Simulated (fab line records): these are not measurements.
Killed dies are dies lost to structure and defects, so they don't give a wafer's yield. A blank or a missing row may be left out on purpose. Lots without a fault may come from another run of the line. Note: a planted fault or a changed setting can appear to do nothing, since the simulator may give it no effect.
Which tool did it? :: flow n5_finfet :: 8 lots with 24 wafers sampled at 6 steps, on a route of 1938 steps

## WHAT EACH GAUGE READ, for each wafer
N5_MOL_CONTACT_COAG_THK_MEAS_29.
lot: L631
measured: day 5 06:16
on: film_metro-02
MD_CAP_THK (nm): 17.92 17.96 18.10

lot: L632
measured: day 5 13:34
on: film_metro-01
MD_CAP_THK (nm): 17.89 17.94 17.91

lot: L633
measured: day 5 21:38
on: film_metro-02
MD_CAP_THK (nm): 18.00 17.79 17.87

lot: L636
measured: day 6 15:51
on: film_metro-02
MD_CAP_THK (nm): 18.03 17.88 17.81

lot: L638
measured: day 7 02:40
on: film_metro-02
MD_CAP_THK (nm): 18.05 13.81 17.91

lot: L644
measured: day 8 16:14
on: film_metro-01
MD_CAP_THK (nm): 17.82 18.16 17.98

lot: L651
measured: day 10 11:25
on: film_metro-01
MD_CAP_THK (nm): 18.05 18.09 17.83

lot: L652
measured: day 10 14:19
on: film_metro-01
MD_CAP_THK (nm): 17.88 17.95 17.92

N5_MOL_CONTACT_COAG_CD_MEAS_84: the cd target is 25.1 nm.
lot: L631
measured: day 5 07:08
on: cd_sem-02
cd_nm (nm): 25.15 25.15 25.50

lot: L632
measured: day 5 14:32
on: cd_sem-02
cd_nm (nm): 25.29 25.40 25.10

lot: L633
measured: day 5 22:31
on: cd_sem-03
cd_nm (nm): 25.14 24.76 24.98

lot: L636
measured: day 6 16:52
on: cd_sem-03
cd_nm (nm): 24.96 25.38 25.33

lot: L638
measured: day 7 03:40
on: cd_sem-03
cd_nm (nm): 25.19 24.92 25.04

lot: L644
measured: day 8 17:27
on: cd_sem-01
cd_nm (nm): 24.83 24.86 25.05

lot: L651
measured: day 10 12:51
on: cd_sem-02
cd_nm (nm): 25.16 24.86 25.26

lot: L652
measured: day 10 15:19
on: cd_sem-03
cd_nm (nm): 25.12 24.79 25.53

N5_BEOL_M4_RC_MEAS_101.
lot: L631
measured: day 8 02:19
on: prober-02
DIBL_N (mV/V): 37.4 36.8 39.6
DIBL_P (mV/V): 37.6 37.4 40.9
IOFF_N (nA/um): 0.19 0.17 0.25
IOFF_P (nA/um): 0.22 0.22 0.29
ION_N (uA/um): 677 667 688
ION_P (uA/um): 457 453 457
SS_N (mV/dec): 72.1 71.1 72.2
SS_P (mV/dec): 73.7 75.0 76.1
VT_N (mV): 250 249 245
VT_P (mV): -249 -251 -248

lot: L632
measured: day 8 05:23
on: prober-02
DIBL_N (mV/V): 39.7 36.8 33.8
DIBL_P (mV/V): 40.0 37.0 34.2
IOFF_N (nA/um): 0.23 0.16 0.13
IOFF_P (nA/um): 0.29 0.21 0.18
ION_N (uA/um): 673 670 662
ION_P (uA/um): 460 462 458
SS_N (mV/dec): 72.5 71.8 71.0
SS_P (mV/dec): 74.6 74.2 72.5
VT_N (mV): 247 250 250
VT_P (mV): -249 -252 -252

lot: L633
measured: day 8 22:55
on: prober-02
DIBL_N (mV/V): 37.5 36.0 41.5
DIBL_P (mV/V): 37.8 36.8 43.3
IOFF_N (nA/um): 0.18 0.16 0.27
IOFF_P (nA/um): 0.19 0.18 0.28
ION_N (uA/um): 682 676 694
ION_P (uA/um): 454 453 461
SS_N (mV/dec): 72.0 71.0 73.1
SS_P (mV/dec): 73.1 73.5 75.4
VT_N (mV): 248 249 244
VT_P (mV): -252 -254 -246

lot: L636
measured: day 9 08:11
on: prober-02
DIBL_N (mV/V): 35.3 38.5 39.3
DIBL_P (mV/V): 36.6 39.5 40.8
IOFF_N (nA/um): 0.15 0.22 0.23
IOFF_P (nA/um): 0.19 0.25 0.27
ION_N (uA/um): 670 703 706
ION_P (uA/um): 458 474 471
SS_N (mV/dec): 71.4 72.1 72.3
SS_P (mV/dec): 73.1 73.8 74.8
VT_N (mV): 253 245 248
VT_P (mV): -255 -251 -249

lot: L638
measured: day 10 05:55
on: prober-01
DIBL_N (mV/V): 38.9 37.5 38.8
DIBL_P (mV/V): 41.4 38.2 40.7
IOFF_N (nA/um): 0.20 0.16 0.21
IOFF_P (nA/um): 0.29 0.23 0.28
ION_N (uA/um): 679 682 691
ION_P (uA/um): 467 470 474
SS_N (mV/dec): 71.3 72.1 72.2
SS_P (mV/dec): 74.8 74.1 74.7
VT_N (mV): 248 249 248
VT_P (mV): -246 -250 -246

lot: L644
measured: day 12 16:50
on: prober-01
DIBL_N (mV/V): 34.0 40.2 38.4
DIBL_P (mV/V): 32.0 40.6 38.3
IOFF_N (nA/um): 0.10 0.21 0.18
IOFF_P (nA/um): 0.16 0.31 0.26
ION_N (uA/um): 656 663 656
ION_P (uA/um): 456 458 453
SS_N (mV/dec): 70.8 73.1 73.0
SS_P (mV/dec): 72.3 74.7 74.2
VT_N (mV): 256 250 247
VT_P (mV): -253 -247 -249

lot: L651
measured: day 13 20:28
on: prober-01
DIBL_N (mV/V): 37.8 38.4 40.4
DIBL_P (mV/V): 36.6 36.6 38.7
IOFF_N (nA/um): 0.16 0.16 0.22
IOFF_P (nA/um): 0.20 0.21 0.24
ION_N (uA/um): 677 656 668
ION_P (uA/um): 459 444 451
SS_N (mV/dec): 71.3 71.8 72.2
SS_P (mV/dec): 73.3 72.9 73.2
VT_N (mV): 250 253 247
VT_P (mV): -256 -252 -253

lot: L652
measured: day 14 07:43
on: prober-02
DIBL_N (mV/V): 37.7 40.0 35.8
DIBL_P (mV/V): 38.9 40.9 37.0
IOFF_N (nA/um): 0.19 0.24 0.15
IOFF_P (nA/um): 0.28 0.30 0.23
ION_N (uA/um): 670 696 677
ION_P (uA/um): 460 474 471
SS_N (mV/dec): 72.9 73.1 71.6
SS_P (mV/dec): 73.9 74.6 73.2
VT_N (mV): 249 244 250
VT_P (mV): -247 -245 -248

## TOOL THAT RAN EACH LOT (tool first, then ch and the chambers of the sampled wafers, then the start)
lot: L631
N5_GATE_CUT_SAC_CAP_01: ald_sin-03 ch 0,2,3, day 4 15:28
N5_MOL_CONTACT_COAG_ETCH_105: rie_diel-05 ch 2,3, day 4 23:04
N5_MOL_CONTACT_COAG_ETCH_110: rie_diel-05 ch 2,3, day 4 23:18

lot: L632
N5_GATE_CUT_SAC_CAP_01: ald_sin-03 ch 0,1,3, day 4 20:49
N5_MOL_CONTACT_COAG_ETCH_105: rie_diel-03 ch 2,3, day 5 03:53
N5_MOL_CONTACT_COAG_ETCH_110: rie_diel-03 ch 2,3, day 5 04:07

lot: L633
N5_GATE_CUT_SAC_CAP_01: ald_sin-04 ch 1,2,3, day 5 06:02
N5_MOL_CONTACT_COAG_ETCH_105: rie_diel-05 ch 0,1,3, day 5 13:14
N5_MOL_CONTACT_COAG_ETCH_110: rie_diel-05 ch 0,1,3, day 5 13:27

lot: L636
N5_GATE_CUT_SAC_CAP_01: ald_sin-04 ch 1,2,3, day 6 00:19
N5_MOL_CONTACT_COAG_ETCH_105: rie_diel-01 ch 0,1,3, day 6 07:39
N5_MOL_CONTACT_COAG_ETCH_110: rie_diel-01 ch 0,1,3, day 6 07:52

lot: L638
N5_GATE_CUT_SAC_CAP_01: ald_sin-04 ch 0,1,3, day 6 10:44
N5_MOL_CONTACT_COAG_ETCH_105: rie_diel-03 ch 2,3, day 6 18:08
N5_MOL_CONTACT_COAG_ETCH_110: rie_diel-03 ch 2,3, day 6 18:22

lot: L644
N5_GATE_CUT_SAC_CAP_01: ald_sin-03 ch 1,2, day 7 21:25
N5_MOL_CONTACT_COAG_ETCH_105: rie_diel-03 ch 2,3, day 8 04:59
N5_MOL_CONTACT_COAG_ETCH_110: rie_diel-03 ch 2,3, day 8 05:13

lot: L651
N5_GATE_CUT_SAC_CAP_01: ald_sin-01 ch 0,3, day 9 18:10
N5_MOL_CONTACT_COAG_ETCH_105: rie_diel-05 ch 0,1, day 10 01:47
N5_MOL_CONTACT_COAG_ETCH_110: rie_diel-05 ch 0,1, day 10 02:01

lot: L652
N5_GATE_CUT_SAC_CAP_01: ald_sin-03 ch 1,2,3, day 9 21:29
N5_MOL_CONTACT_COAG_ETCH_105: rie_diel-01 ch 1,2,3, day 10 05:32
N5_MOL_CONTACT_COAG_ETCH_110: rie_diel-01 ch 1,2,3, day 10 05:45
- N5_GATE_CUT_SAC_CAP_01: material SiNx, target thk 24 nm, pulse time 1 s, ald cycles 480.
- N5_MOL_CONTACT_COAG_ETCH_105: etches SiARC in CF4, target depth 15.6 nm, time 26 s.
- N5_MOL_CONTACT_COAG_ETCH_110: etches Si in CF4/O2, target depth 2.5 nm, time 8 s.

## AS READ BY THE TOOLS THEMSELVES (means over the sampled wafers that have a number; for cases with no such wafer, the mark the record gives instead)
N5_GATE_CUT_SAC_CAP_01.
lot: L631
tool: ald_sin-03
heater_power_w (W): 886
precursor_pulse_height_rel: 1.014

lot: L632
tool: ald_sin-03
heater_power_w (W): 845
precursor_pulse_height_rel: 0.989

lot: L633
tool: ald_sin-04
heater_power_w (W): 848
precursor_pulse_height_rel: 1.009

lot: L636
tool: ald_sin-04
heater_power_w (W): 859
precursor_pulse_height_rel: 1.025

lot: L638
tool: ald_sin-04
heater_power_w (W): 903
precursor_pulse_height_rel: 0.986

lot: L644
tool: ald_sin-03
heater_power_w (W): 897
precursor_pulse_height_rel: 0.981

lot: L651
tool: ald_sin-01
heater_power_w (W): 852
precursor_pulse_height_rel: 1.008

lot: L652
tool: ald_sin-03
heater_power_w (W): 910
precursor_pulse_height_rel: 1.003

N5_MOL_CONTACT_COAG_ETCH_105.
lot: L631
tool: rie_diel-05
drypump_motor_current_A (A): 5.7
etch_rf_on_time_s (s): 25.3
oes_product_au (a.u.): 0.63
rf_vpp_V (V): 183.6
showerhead_plenum_p_Torr (Torr): 2.12
throttle_valve_pct (%): 15.76

lot: L632
tool: rie_diel-03
drypump_motor_current_A (A): 5.9
etch_rf_on_time_s (s): 25.6
oes_product_au (a.u.): 0.65
rf_vpp_V (V): 182.9
showerhead_plenum_p_Torr (Torr): 2.08
throttle_valve_pct (%): 15.72

lot: L633
tool: rie_diel-05
drypump_motor_current_A (A): 5.1
etch_rf_on_time_s (s): 26.3
oes_product_au (a.u.): 0.62
rf_vpp_V (V): 184.4
showerhead_plenum_p_Torr (Torr): 2.16
throttle_valve_pct (%): 15.55

lot: L636
tool: rie_diel-01
drypump_motor_current_A (A): 5.9
etch_rf_on_time_s (s): 26.6
oes_product_au (a.u.): 0.59
rf_vpp_V (V): 185.1
showerhead_plenum_p_Torr (Torr): 2.17
throttle_valve_pct (%): 15.66

lot: L638
tool: rie_diel-03
drypump_motor_current_A (A): 5.3
etch_rf_on_time_s (s): 25.4
oes_product_au (a.u.): 0.62
rf_vpp_V (V): 183.7
showerhead_plenum_p_Torr (Torr): 2.10
throttle_valve_pct (%): 15.69

lot: L644
tool: rie_diel-03
drypump_motor_current_A (A): 5.3
etch_rf_on_time_s (s): 25.6
oes_product_au (a.u.): 0.61
rf_vpp_V (V): 183.8
showerhead_plenum_p_Torr (Torr): 2.09
throttle_valve_pct (%): 15.72

lot: L651
tool: rie_diel-05
drypump_motor_current_A (A): 5.3
etch_rf_on_time_s (s): 27.4
oes_product_au (a.u.): 0.59
rf_vpp_V (V): 183.5
showerhead_plenum_p_Torr (Torr): 2.11
throttle_valve_pct (%): 15.57

lot: L652
tool: rie_diel-01
drypump_motor_current_A (A): 5.7
etch_rf_on_time_s (s): 26.0
oes_product_au (a.u.): 0.71
rf_vpp_V (V): 184.7
showerhead_plenum_p_Torr (Torr): 2.19
throttle_valve_pct (%): 15.41

N5_MOL_CONTACT_COAG_ETCH_110.
lot: L631
tool: rie_diel-05
drypump_motor_current_A (A): 5.7
oes_f_703_au (a.u.): 0.76
oes_product_au (a.u.): 0.73
rf_vpp_V (V): 124.6
showerhead_plenum_p_Torr (Torr): 2.20
throttle_valve_pct (%): 10.90

lot: L632
tool: rie_diel-03
drypump_motor_current_A (A): 5.8
oes_f_703_au (a.u.): 0.79
oes_product_au (a.u.): 0.77
rf_vpp_V (V): 124.9
showerhead_plenum_p_Torr (Torr): 2.17
throttle_valve_pct (%): 10.84

lot: L633
tool: rie_diel-05
drypump_motor_current_A (A): 5.2
oes_f_703_au (a.u.): 0.74
oes_product_au (a.u.): 0.72
rf_vpp_V (V): 124.9
showerhead_plenum_p_Torr (Torr): 2.24
throttle_valve_pct (%): 10.76

lot: L636
tool: rie_diel-01
drypump_motor_current_A (A): 5.9
oes_f_703_au (a.u.): 0.70
oes_product_au (a.u.): 0.70
rf_vpp_V (V): 130.2
showerhead_plenum_p_Torr (Torr): 2.26
throttle_valve_pct (%): 10.89

lot: L638
tool: rie_diel-03
drypump_motor_current_A (A): 5.3
oes_f_703_au (a.u.): 0.73
oes_product_au (a.u.): 0.73
rf_vpp_V (V): 124.9
showerhead_plenum_p_Torr (Torr): 2.18
throttle_valve_pct (%): 10.89

lot: L644
tool: rie_diel-03
drypump_motor_current_A (A): 5.3
oes_f_703_au (a.u.): 0.73
oes_product_au (a.u.): 0.72
rf_vpp_V (V): 124.9
showerhead_plenum_p_Torr (Torr): 2.17
throttle_valve_pct (%): 10.92

lot: L651
tool: rie_diel-05
drypump_motor_current_A (A): 5.3
oes_f_703_au (a.u.): 0.70
oes_product_au (a.u.): 0.68
rf_vpp_V (V): 123.4
showerhead_plenum_p_Torr (Torr): 2.19
throttle_valve_pct (%): 10.82

lot: L652
tool: rie_diel-01
drypump_motor_current_A (A): 5.7
oes_f_703_au (a.u.): 0.84
oes_product_au (a.u.): 0.83
rf_vpp_V (V): 129.3
showerhead_plenum_p_Torr (Torr): 2.27
throttle_valve_pct (%): 10.53

## THE ANSWER, worked out from the rows above alone
Rule: usual is defined by the lots themselves. Put in order of their means at a reading, lots are off if they are a third of the lots or fewer, leave a main group of 4 or more, and stand apart from it by a gap of 3 or more times the standard deviation of the main group's means; of several such gaps the widest counts. A main group whose means are all the same, to the digits that the tables above print for the reading, isn't used. Also off: a lot with no number at a reading for which 4 or more lots have one. The other lots that the step has rows for count as sound. After the gauges, taken in route order, come the tools' own readings; for these a lot's mean is taken, as printed above. The first step at which some lot is off is used, and at that step the reading that is off furthest; a lot without a number counts as furthest.
Off: at N5_MOL_CONTACT_COAG_THK_MEAS_29 (MD_CAP_THK), L638. For the main group the mean is 17.94 nm and the standard deviation 0.043.
If a tool, at a process step before that reading, ran all the lots that are off and no sound lot after the first of them, it fits. The gauges at N5_MOL_CONTACT_COAG_THK_MEAS_29 are tried like those tools. Undecided on this evidence; 2 tools fit (ald_sin-04 at N5_GATE_CUT_SAC_CAP_01, film_metro-02 at N5_MOL_CONTACT_COAG_THK_MEAS_29).

## WHAT THE SIMULATOR HAD INSERTED
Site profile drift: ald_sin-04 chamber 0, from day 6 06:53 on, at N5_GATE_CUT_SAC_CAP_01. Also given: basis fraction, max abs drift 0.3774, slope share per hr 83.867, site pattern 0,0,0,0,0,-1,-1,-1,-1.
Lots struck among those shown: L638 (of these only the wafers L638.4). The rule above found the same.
